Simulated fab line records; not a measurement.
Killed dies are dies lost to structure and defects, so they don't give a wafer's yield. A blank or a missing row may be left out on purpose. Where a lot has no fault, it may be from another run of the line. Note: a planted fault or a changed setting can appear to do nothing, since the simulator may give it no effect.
Which of the tools did it? || flow nand harc || 41 wafers from 14 lots sampled at 4 of the route's 1159 steps

## WHAT EACH GAUGE READ, for each wafer
NHARC_THIN_TSV_CD_MEAS_37. Usual: 5000 nm for cd nm, sd 3.1.
{"lot": "L979", "measured": "day 19 12:52", "on": "cd sem-01", "cd nm (nm)": "4998 4996 5001", "flag": ""}
{"lot": "L980", "measured": "day 19 13:46", "on": "cd sem-01", "cd nm (nm)": "5001 5000 5005", "flag": ""}
{"lot": "L981", "measured": "day 19 15:01", "on": "cd sem-02", "cd nm (nm)": "5002 5002 5000", "flag": ""}
{"lot": "L982", "measured": "day 20 00:23", "on": "cd sem-02", "cd nm (nm)": "4994 4994 4996", "flag": ""}
{"lot": "L983", "measured": "day 20 12:21", "on": "cd sem-02", "cd nm (nm)": "5003 5005 4998", "flag": ""}
{"lot": "L987", "measured": "day 20 19:43", "on": "cd sem-03", "cd nm (nm)": "5000 5006", "flag": ""}
{"lot": "L992", "measured": "day 21 18:01", "on": "cd sem-02", "cd nm (nm)": "5002 5003 5008", "flag": ""}
{"lot": "L993", "measured": "day 21 19:46", "on": "cd sem-02", "cd nm (nm)": "4998 4998 5000", "flag": ""}
{"lot": "L995", "measured": "day 22 23:16", "on": "cd sem-03", "cd nm (nm)": "5002 4998 5003", "flag": ""}
{"lot": "L994", "measured": "day 23 00:41", "on": "cd sem-01", "cd nm (nm)": "4998 4996 4999", "flag": ""}
{"lot": "L996", "measured": "day 23 01:40", "on": "cd sem-01", "cd nm (nm)": "4998 4997 4998", "flag": ""}
{"lot": "L999", "measured": "day 23 11:08", "on": "cd sem-03", "cd nm (nm)": "5001 4999 5000", "flag": ""}
{"lot": "L100", "measured": "day 23 21:08", "on": "cd sem-02", "cd nm (nm)": "5000 4999 5005", "flag": ""}
{"lot": "L102", "measured": "day 25 08:44", "on": "cd sem-01", "cd nm (nm)": "4996 5001 4999", "flag": ""}

## EACH LOT AND THE TOOL THAT RAN IT (in order: tool; ch and the chambers of the sampled wafers; start)
{"lot": "L979", "NHARC_THIN_TSV_PVD_19": "pvd sputter-02, day 19 11:43 or earlier", "NHARC_THIN_TSV_PVD_51": "pvd sputter-02, day 19 11:43 or earlier", "NHARC_THIN_TSV_ETCH_59": "rie metal-03 ch 0,1, day 19 11:43"}
{"lot": "L980", "NHARC_THIN_TSV_PVD_19": "pvd sputter-03, day 19 12:39 or earlier", "NHARC_THIN_TSV_PVD_51": "pvd sputter-03, day 19 12:39 or earlier", "NHARC_THIN_TSV_ETCH_59": "rie metal-01 ch 1, day 19 12:39"}
{"lot": "L981", "NHARC_THIN_TSV_PVD_19": "pvd sputter-03, day 19 13:52 or earlier", "NHARC_THIN_TSV_PVD_51": "pvd sputter-03, day 19 13:52 or earlier", "NHARC_THIN_TSV_ETCH_59": "rie metal-02 ch 0,1, day 19 13:52"}
{"lot": "L982", "NHARC_THIN_TSV_PVD_19": "pvd sputter-02, day 19 22:43 or earlier", "NHARC_THIN_TSV_PVD_51": "pvd sputter-02, day 19 22:43 or earlier", "NHARC_THIN_TSV_ETCH_59": "rie metal-02 ch 0,1, day 19 22:43"}
{"lot": "L983", "NHARC_THIN_TSV_PVD_19": "pvd sputter-01, day 20 11:14 or earlier", "NHARC_THIN_TSV_PVD_51": "pvd sputter-01, day 20 11:14 or earlier", "NHARC_THIN_TSV_ETCH_59": "rie metal-02 ch 0,1, day 20 11:14"}
{"lot": "L987", "NHARC_THIN_TSV_PVD_19": "pvd sputter-02, day 20 18:33 or earlier", "NHARC_THIN_TSV_PVD_51": "pvd sputter-02, day 20 18:33 or earlier", "NHARC_THIN_TSV_ETCH_59": "rie metal-02 ch 1, day 20 18:33"}
{"lot": "L992", "NHARC_THIN_TSV_PVD_19": "pvd sputter-02, day 21 16:52 or earlier", "NHARC_THIN_TSV_PVD_51": "pvd sputter-02, day 21 16:52 or earlier", "NHARC_THIN_TSV_ETCH_59": "rie metal-03 ch 1, day 21 16:52"}
{"lot": "L993", "NHARC_THIN_TSV_PVD_19": "pvd sputter-01, day 21 18:38 or earlier", "NHARC_THIN_TSV_PVD_51": "pvd sputter-01, day 21 18:38 or earlier", "NHARC_THIN_TSV_ETCH_59": "rie metal-01 ch 0,1, day 21 18:38"}
{"lot": "L995", "NHARC_THIN_TSV_PVD_19": "pvd sputter-03, day 22 22:10 or earlier", "NHARC_THIN_TSV_PVD_51": "pvd sputter-03, day 22 22:10 or earlier", "NHARC_THIN_TSV_ETCH_59": "rie metal-03 ch 0,1, day 22 22:10"}
{"lot": "L994", "NHARC_THIN_TSV_PVD_19": "pvd sputter-02, day 22 23:27 or earlier", "NHARC_THIN_TSV_PVD_51": "pvd sputter-02, day 22 23:27 or earlier", "NHARC_THIN_TSV_ETCH_59": "rie metal-01 ch 0,1, day 22 23:27"}
{"lot": "L996", "NHARC_THIN_TSV_PVD_19": "pvd sputter-03, day 23 00:26 or earlier", "NHARC_THIN_TSV_PVD_51": "pvd sputter-03, day 23 00:26 or earlier", "NHARC_THIN_TSV_ETCH_59": "rie metal-01 ch 0,1, day 23 00:26"}
{"lot": "L999", "NHARC_THIN_TSV_PVD_19": "pvd sputter-02, day 23 09:58 or earlier", "NHARC_THIN_TSV_PVD_51": "pvd sputter-02, day 23 09:58 or earlier", "NHARC_THIN_TSV_ETCH_59": "rie metal-02 ch 1, day 23 09:58"}
{"lot": "L100", "NHARC_THIN_TSV_PVD_19": "pvd sputter-01, day 23 20:05 or earlier", "NHARC_THIN_TSV_PVD_51": "pvd sputter-01, day 23 20:05 or earlier", "NHARC_THIN_TSV_ETCH_59": "rie metal-03 ch 0,1, day 23 20:05"}
{"lot": "L102", "NHARC_THIN_TSV_PVD_19": "pvd sputter-02, day 25 07:37 or earlier", "NHARC_THIN_TSV_PVD_51": "pvd sputter-02, day 25 07:37 or earlier", "NHARC_THIN_TSV_ETCH_59": "rie metal-01 ch 0,1, day 25 07:37"}
- NHARC_THIN_TSV_PVD_19: deposits TaN, target thk 20 nm.
- NHARC_THIN_TSV_PVD_51: deposits Cu, target thk 100 nm.
- NHARC_THIN_TSV_ETCH_59: etches the open film in Cl2/BCl3, target depth 880 nm, time 138.1 s.

## WHAT THE TOOLS THEMSELVES READ (means of the sampled wafers that have a number; where no wafer has one, the mark that the record gives instead)
NHARC_THIN_TSV_PVD_19. Usual: 30.2 % for throttle valve pct, sd 0.65.
{"lot": "L979", "tool": "pvd sputter-02", "throttle valve pct (%)": 30.2, "flag": ""}
{"lot": "L980", "tool": "pvd sputter-03", "throttle valve pct (%)": 30.1, "flag": ""}
{"lot": "L981", "tool": "pvd sputter-03", "throttle valve pct (%)": 30.2, "flag": ""}
{"lot": "L982", "tool": "pvd sputter-02", "throttle valve pct (%)": 29.9, "flag": ""}
{"lot": "L983", "tool": "pvd sputter-01", "throttle valve pct (%)": 30.5, "flag": ""}
{"lot": "L987", "tool": "pvd sputter-02", "throttle valve pct (%)": 29.9, "flag": ""}
{"lot": "L992", "tool": "pvd sputter-02", "throttle valve pct (%)": 30.0, "flag": ""}
{"lot": "L993", "tool": "pvd sputter-01", "throttle valve pct (%)": 30.5, "flag": ""}
{"lot": "L995", "tool": "pvd sputter-03", "throttle valve pct (%)": 30.3, "flag": ""}
{"lot": "L994", "tool": "pvd sputter-02", "throttle valve pct (%)": 30.0, "flag": ""}
{"lot": "L996", "tool": "pvd sputter-03", "throttle valve pct (%)": 29.5, "flag": ""}
{"lot": "L999", "tool": "pvd sputter-02", "throttle valve pct (%)": 30.0, "flag": ""}
{"lot": "L100", "tool": "pvd sputter-01", "throttle valve pct (%)": 30.2, "flag": ""}
{"lot": "L102", "tool": "pvd sputter-02", "throttle valve pct (%)": 30.0, "flag": ""}

NHARC_THIN_TSV_PVD_51. Usual: 30.2 % for throttle valve pct, sd 0.65.
{"lot": "L979", "tool": "pvd sputter-02", "throttle valve pct (%)": 29.8, "flag": ""}
{"lot": "L980", "tool": "pvd sputter-03", "throttle valve pct (%)": 29.9, "flag": ""}
{"lot": "L981", "tool": "pvd sputter-03", "throttle valve pct (%)": 29.9, "flag": ""}
{"lot": "L982", "tool": "pvd sputter-02", "throttle valve pct (%)": 30.3, "flag": ""}
{"lot": "L983", "tool": "pvd sputter-01", "throttle valve pct (%)": 30.2, "flag": ""}
{"lot": "L987", "tool": "pvd sputter-02", "throttle valve pct (%)": 30.2, "flag": ""}
{"lot": "L992", "tool": "pvd sputter-02", "throttle valve pct (%)": 30.7, "flag": ""}
{"lot": "L993", "tool": "pvd sputter-01", "throttle valve pct (%)": 30.5, "flag": ""}
{"lot": "L995", "tool": "pvd sputter-03", "throttle valve pct (%)": 29.5, "flag": ""}
{"lot": "L994", "tool": "pvd sputter-02", "throttle valve pct (%)": 29.7, "flag": ""}
{"lot": "L996", "tool": "pvd sputter-03", "throttle valve pct (%)": 30.0, "flag": ""}
{"lot": "L999", "tool": "pvd sputter-02", "throttle valve pct (%)": 29.8, "flag": ""}
{"lot": "L100", "tool": "pvd sputter-01", "throttle valve pct (%)": 30.0, "flag": ""}
{"lot": "L102", "tool": "pvd sputter-02", "throttle valve pct (%)": 30.5, "flag": ""}

NHARC_THIN_TSV_ETCH_59. Usual: drypump motor current A 5.8 A, standard deviation 0.44; he backside leak sccm 3.4 sccm, standard deviation 0.43; mfc cl2 sccm 60.01 sccm, standard deviation 0.18; oes product au 1.000 a.u., standard deviation 0.0073; run length s 159.52 s, standard deviation 0.29; throttle valve pct 22.263 %, standard deviation 0.0084.
{"lot": "L979", "tool": "rie metal-03", "drypump motor current A (A)": 6.3, "he backside leak sccm (sccm)": 3.5, "mfc cl2 sccm (sccm)": 60.07, "oes product au (a.u.)": 0.995, "run length s (s)": 159.31, "throttle valve pct (%)": 22.266, "flag": ""}
{"lot": "L980", "tool": "rie metal-01", "drypump motor current A (A)": 5.6, "he backside leak sccm (sccm)": 3.4, "mfc cl2 sccm (sccm)": 59.92, "oes product au (a.u.)": 1.012, "run length s (s)": 159.60, "throttle valve pct (%)": 22.262, "flag": ""}
{"lot": "L981", "tool": "rie metal-02", "drypump motor current A (A)": 5.6, "he backside leak sccm (sccm)": 3.4, "mfc cl2 sccm (sccm)": 60.05, "oes product au (a.u.)": 0.996, "run length s (s)": 159.55, "throttle valve pct (%)": 22.265, "flag": ""}
{"lot": "L982", "tool": "rie metal-02", "drypump motor current A (A)": 5.6, "he backside leak sccm (sccm)": 3.5, "mfc cl2 sccm (sccm)": 59.80, "oes product au (a.u.)": 0.997, "run length s (s)": 159.48, "throttle valve pct (%)": 22.265, "flag": ""}
{"lot": "L983", "tool": "rie metal-02", "drypump motor current A (A)": 5.4, "he backside leak sccm (sccm)": 3.2, "mfc cl2 sccm (sccm)": 60.16, "oes product au (a.u.)": 0.995, "run length s (s)": 154.90, "throttle valve pct (%)": 22.260, "flag": "OFF"}
{"lot": "L987", "tool": "rie metal-02", "drypump motor current A (A)": 5.8, "he backside leak sccm (sccm)": 3.5, "mfc cl2 sccm (sccm)": 60.23, "oes product au (a.u.)": 0.999, "run length s (s)": 152.93, "throttle valve pct (%)": 22.260, "flag": "OFF"}
{"lot": "L992", "tool": "rie metal-03", "drypump motor current A (A)": 5.9, "he backside leak sccm (sccm)": 3.7, "mfc cl2 sccm (sccm)": 60.00, "oes product au (a.u.)": 0.999, "run length s (s)": 159.51, "throttle valve pct (%)": 22.265, "flag": ""}
{"lot": "L993", "tool": "rie metal-01", "drypump motor current A (A)": 5.9, "he backside leak sccm (sccm)": 3.2, "mfc cl2 sccm (sccm)": 60.12, "oes product au (a.u.)": 1.007, "run length s (s)": 159.82, "throttle valve pct (%)": 22.267, "flag": ""}
{"lot": "L995", "tool": "rie metal-03", "drypump motor current A (A)": 6.3, "he backside leak sccm (sccm)": 4.1, "mfc cl2 sccm (sccm)": 60.13, "oes product au (a.u.)": 0.998, "run length s (s)": 159.28, "throttle valve pct (%)": 22.269, "flag": ""}
{"lot": "L994", "tool": "rie metal-01", "drypump motor current A (A)": 5.7, "he backside leak sccm (sccm)": 3.5, "mfc cl2 sccm (sccm)": 60.19, "oes product au (a.u.)": 1.003, "run length s (s)": 159.63, "throttle valve pct (%)": 22.253, "flag": ""}
{"lot": "L996", "tool": "rie metal-01", "drypump motor current A (A)": 5.7, "he backside leak sccm (sccm)": 3.4, "mfc cl2 sccm (sccm)": 59.99, "oes product au (a.u.)": 0.999, "run length s (s)": 159.94, "throttle valve pct (%)": 22.266, "flag": ""}
{"lot": "L999", "tool": "rie metal-02", "drypump motor current A (A)": 5.9, "he backside leak sccm (sccm)": 3.4, "mfc cl2 sccm (sccm)": 59.98, "oes product au (a.u.)": 0.991, "run length s (s)": 159.63, "throttle valve pct (%)": 22.263, "flag": ""}
{"lot": "L100", "tool": "rie metal-03", "drypump motor current A (A)": 6.3, "he backside leak sccm (sccm)": 3.3, "mfc cl2 sccm (sccm)": 60.11, "oes product au (a.u.)": 1.000, "run length s (s)": 159.19, "throttle valve pct (%)": 22.259, "flag": ""}
{"lot": "L102", "tool": "rie metal-01", "drypump motor current A (A)": 5.7, "he backside leak sccm (sccm)": 3.3, "mfc cl2 sccm (sccm)": 59.93, "oes product au (a.u.)": 1.000, "run length s (s)": 159.95, "throttle valve pct (%)": 22.267, "flag": ""}

## THE ANSWER, worked out from the rows above alone
Rule: a lot is off if the mean of its wafers that have a number lies more than 3 standard deviations from the usual mean. Also off: a lot with no number at a reading for which 4 or more lots have one. All remaining lots with rows at the step are treated as sound. The gauges are gone through in route order, then the tools' own readings, and for those a lot's mean is taken as printed above. At the first step where some lot is off, the reading lying furthest off is the one used; lots without a number count as furthest.
Off: L983, L987, at NHARC_THIN_TSV_ETCH_59 (run length s).
A tool fits if, at that step or a process step before it, it ran every lot that is off, and no sound lot after the first of them. NHARC_THIN_TSV_PVD_19: start missing for some lots; hours and lot order therefore follow NHARC_THIN_TSV_ETCH_59. NHARC_THIN_TSV_PVD_51: start missing for some lots; hours and lot order therefore follow NHARC_THIN_TSV_ETCH_59. Of those tried, none fits.

## WHAT WAS PUT IN BY THE SIMULATOR
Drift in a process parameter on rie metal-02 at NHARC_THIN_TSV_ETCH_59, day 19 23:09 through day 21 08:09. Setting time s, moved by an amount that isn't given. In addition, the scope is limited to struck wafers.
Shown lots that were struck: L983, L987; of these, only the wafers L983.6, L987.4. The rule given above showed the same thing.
